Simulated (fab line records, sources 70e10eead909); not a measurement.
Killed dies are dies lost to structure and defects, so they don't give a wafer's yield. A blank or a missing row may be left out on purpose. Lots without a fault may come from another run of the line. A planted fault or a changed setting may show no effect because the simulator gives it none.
Which tool did it? | flow nand_harc | 12 lots, 36 wafers sampled, at 5 steps of a route of 1302

WHAT THE GAUGES READ, wafer by wafer
NHARC_P_M1_CD_MEAS_09: target cd 130 nm. Usual: cd_nm 130.3 nm, standard deviation 0.76.
lot  | measured     | on        | cd_nm (nm)        | flag
L609 | day 7 17:47  | cd_sem-01 | 128.8 129.7 131.0 |
L610 | day 8 07:13  | cd_sem-01 | 129.9 129.1 128.5 |
L611 | day 8 12:10  | cd_sem-03 | 131.0 131.7 130.7 |
L613 | day 9 13:50  | cd_sem-01 | 129.3 129.6 130.5 |
L614 | day 9 20:09  | cd_sem-01 | 131.0 130.8 131.1 |
L616 | day 10 18:23 | cd_sem-01 | 130.9 129.1 129.3 |
L617 | day 11 15:25 | cd_sem-03 | 129.4 128.9 128.8 |
L620 | day 12 05:20 | cd_sem-02 | 137.0 136.5 136.3 | OFF
L621 | day 12 20:26 | cd_sem-03 | 136.8 136.8 137.4 | OFF
L624 | day 13 23:46 | cd_sem-03 | 131.7 129.4 129.7 |
L627 | day 15 09:59 | cd_sem-02 | 130.1 129.8 129.6 |
L628 | day 15 17:11 | cd_sem-03 | 129.9 131.5 130.6 |

WHICH TOOL RAN EACH LOT (tool, then ch and the chambers of the sampled wafers, then the start)
lot  | NHARC_P_CONTACT_ETCH_36                       | NHARC_P_M0_PVD_20                       | NHARC_P_M0_ANNEAL_30             | NHARC_P_M1_PEB_07
L609 | rie_diel-07 ch 0,1, day 7 15:47 or earlier    | pvd_sputter-03, day 7 15:47 or earlier  | rtp_anneal-01 ch 0, day 7 15:47  | litho_track-06 ch 0, day 7 17:42
L610 | rie_diel-03 ch 2,3, day 8 05:03 or earlier    | pvd_sputter-01, day 8 05:03 or earlier  | rtp_anneal-01 ch 0, day 8 05:03  | litho_track-06 ch 0, day 8 07:08
L611 | rie_diel-03 ch 1,2,3, day 8 09:57 or earlier  | pvd_sputter-01, day 8 09:57 or earlier  | rtp_anneal-01 ch 0, day 8 09:57  | litho_track-04 ch 0, day 8 12:05
L613 | rie_diel-13 ch 0,2,3, day 9 11:36 or earlier  | pvd_sputter-01, day 9 11:36 or earlier  | rtp_anneal-01 ch 0, day 9 11:36  | litho_track-06 ch 0, day 9 13:46
L614 | rie_diel-03 ch 0,2,3, day 9 18:10 or earlier  | pvd_sputter-03, day 9 18:10 or earlier  | rtp_anneal-02 ch 0, day 9 18:10  | litho_track-04 ch 0, day 9 20:04
L616 | rie_diel-13 ch 2,3, day 10 16:15 or earlier   | pvd_sputter-03, day 10 16:15 or earlier | rtp_anneal-02 ch 0, day 10 16:15 | litho_track-06 ch 0, day 10 18:19
L617 | rie_diel-07 ch 0,3, day 11 13:19 or earlier   | pvd_sputter-01, day 11 13:19 or earlier | rtp_anneal-02 ch 0, day 11 13:19 | litho_track-06 ch 0, day 11 15:20
L620 | rie_diel-13 ch 0,3, day 12 03:10 or earlier   | pvd_sputter-03, day 12 03:10 or earlier | rtp_anneal-02 ch 0, day 12 03:10 | litho_track-04 ch 0, day 12 05:16
L621 | rie_diel-03 ch 1,2,3, day 12 18:14 or earlier | pvd_sputter-03, day 12 18:14 or earlier | rtp_anneal-02 ch 0, day 12 18:14 | litho_track-04 ch 0, day 12 20:22
L624 | rie_diel-07 ch 0,1,2, day 13 21:41 or earlier | pvd_sputter-01, day 13 21:41 or earlier | rtp_anneal-02 ch 0, day 13 21:41 | litho_track-01 ch 0, day 13 23:41
L627 | rie_diel-13 ch 1,2, day 15 07:49 or earlier   | pvd_sputter-02, day 15 07:49 or earlier | rtp_anneal-02 ch 0, day 15 07:49 | litho_track-01 ch 0, day 15 09:54
L628 | rie_diel-03 ch 0,1,2, day 15 15:01 or earlier | pvd_sputter-02, day 15 15:01 or earlier | rtp_anneal-02 ch 0, day 15 15:01 | litho_track-01 ch 0, day 15 17:06
- NHARC_P_CONTACT_ETCH_36: etches the open film in N2/H2, target depth 260 nm, time 406.25 s.
- NHARC_P_M0_PVD_20: deposits TaN, target thk 5 nm, time 8.06 s.
- NHARC_P_M0_ANNEAL_30: time 90 s.
- NHARC_P_M1_PEB_07: peb time 65 s.

WHAT THE TOOLS THEMSELVES READ (means of the sampled wafers that have a number; where no wafer has one, the mark that the record gives instead)
NHARC_P_CONTACT_ETCH_36. Usual: drypump_motor_current_A 5.9 A, standard deviation 0.5; oes_product_au 1.002 a.u., standard deviation 0.012; rf_vpp_V 430.5 V, standard deviation 3; showerhead_plenum_p_Torr 2.04 Torr, standard deviation 0.1; throttle_valve_pct 14.172 %, standard deviation 0.0096.
lot  | tool        | drypump_motor_current_A (A) | oes_product_au (a.u.) | rf_vpp_V (V) | showerhead_plenum_p_Torr (Torr) | throttle_valve_pct (%) | flag
L609 | rie_diel-07 | 5.6                         | 1.009                 | 426.6        | 1.91                            | 14.167                 |
L610 | rie_diel-03 | 6.1                         | 1.003                 | 434.3        | 2.16                            | 14.178                 |
L611 | rie_diel-03 | 5.9                         | 0.999                 | 432.4        | 2.10                            | 14.168                 |
L613 | rie_diel-13 | 6.1                         | 0.999                 | 429.3        | 2.00                            | 14.165                 |
L614 | rie_diel-03 | 5.7                         | 1.007                 | 432.0        | 2.12                            | 14.168                 |
L616 | rie_diel-13 | 6.2                         | 1.005                 | 429.1        | 2.01                            | 14.170                 |
L617 | rie_diel-07 | 6.0                         | 1.011                 | 429.6        | 1.98                            | 14.170                 |
L620 | rie_diel-13 | 6.0                         | 0.992                 | 429.9        | 1.99                            | 14.172                 |
L621 | rie_diel-03 | 5.9                         | 0.993                 | 432.3        | 2.10                            | 14.165                 |
L624 | rie_diel-07 | 5.7                         | 1.007                 | 428.6        | 2.00                            | 14.179                 |
L627 | rie_diel-13 | 6.3                         | 0.988                 | 429.6        | 1.99                            | 14.172                 |
L628 | rie_diel-03 | 5.5                         | 0.992                 | 430.6        | 2.07                            | 14.174                 |

NHARC_P_M0_PVD_20. Usual: throttle_valve_pct 30.5 %, standard deviation 0.88.
lot  | tool           | throttle_valve_pct (%) | flag
L609 | pvd_sputter-03 | 30.4                   |
L610 | pvd_sputter-01 | 29.9                   |
L611 | pvd_sputter-01 | 30.9                   |
L613 | pvd_sputter-01 | 29.9                   |
L614 | pvd_sputter-03 | 30.5                   |
L616 | pvd_sputter-03 | 30.1                   |
L617 | pvd_sputter-01 | 30.4                   |
L620 | pvd_sputter-03 | 30.0                   |
L621 | pvd_sputter-03 | 30.3                   |
L624 | pvd_sputter-01 | 30.5                   |
L627 | pvd_sputter-02 | 30.0                   |
L628 | pvd_sputter-02 | 30.6                   |

NHARC_P_M0_ANNEAL_30. Usual: wafer_temp_C_max 226.6, standard deviation 0.57.
lot  | tool          | wafer_temp_C_max | flag
L609 | rtp_anneal-01 | 226.8            |
L610 | rtp_anneal-01 | 227.0            |
L611 | rtp_anneal-01 | 227.3            |
L613 | rtp_anneal-01 | 227.5            |
L614 | rtp_anneal-02 | 225.9            |
L616 | rtp_anneal-02 | 226.0            |
L617 | rtp_anneal-02 | 226.3            |
L620 | rtp_anneal-02 | 226.1            |
L621 | rtp_anneal-02 | 226.1            |
L624 | rtp_anneal-02 | 226.5            |
L627 | rtp_anneal-02 | 226.1            |
L628 | rtp_anneal-02 | 226.0            |

NHARC_P_M1_PEB_07. Usual: heater_power_total_W 156.7 W, standard deviation 0.42; plate_temp_C 100.04 C, standard deviation 0.12.
lot  | tool           | heater_power_total_W (W) | plate_temp_C (C) | flag
L609 | litho_track-06 | 156.8                    | 99.97            |
L610 | litho_track-06 | 156.6                    | 100.19           |
L611 | litho_track-04 | 156.7                    | 99.95            |
L613 | litho_track-06 | 156.8                    | 99.91            |
L614 | litho_track-04 | 156.7                    | 100.15           |
L616 | litho_track-06 | 156.7                    | 99.98            |
L617 | litho_track-06 | 156.6                    | 99.99            |
L620 | litho_track-04 | 160.2                    | 101.78           | OFF
L621 | litho_track-04 | 160.3                    | 101.63           | OFF
L624 | litho_track-01 | 157.0                    | 99.84            |
L627 | litho_track-01 | 156.7                    | 100.09           |
L628 | litho_track-01 | 156.6                    | 100.12           |

THE ANSWER, worked out from the rows above alone
Rule: a lot is off if the mean of its wafers that have a number lies more than 3 standard deviations from the usual mean. A lot without any number at a reading at which 4 lots or more have one is off too. The other lots that the step has rows for count as sound. The gauges are gone through in route order, then the tools' own readings, and for those a lot's mean is taken as printed above. The first step at which some lot is off is used, and at that step the reading that is off furthest; a lot without a number counts as furthest.
Off: L620, L621, at NHARC_P_M1_CD_MEAS_09 (cd_nm).
A tool fits if, at a process step before that reading, it ran every lot that is off, and no sound lot after the first of them. The gauges at NHARC_P_M1_CD_MEAS_09 aren't tried: what is off there is off at NHARC_P_M1_PEB_07 too, on other tools, and a gauge's error can't cause that. NHARC_P_CONTACT_ETCH_36 gives no start for some lots, so the hours and the order of its lots are those of NHARC_P_M0_ANNEAL_30. NHARC_P_M0_PVD_20 gives no start for some lots, so the hours and the order of its lots are those of NHARC_P_M0_ANNEAL_30. Can't be told from this: 2 tools fit, pvd_sputter-03 at NHARC_P_M0_PVD_20, litho_track-04 at NHARC_P_M1_PEB_07.

WHAT THE SIMULATOR HAD PUT IN
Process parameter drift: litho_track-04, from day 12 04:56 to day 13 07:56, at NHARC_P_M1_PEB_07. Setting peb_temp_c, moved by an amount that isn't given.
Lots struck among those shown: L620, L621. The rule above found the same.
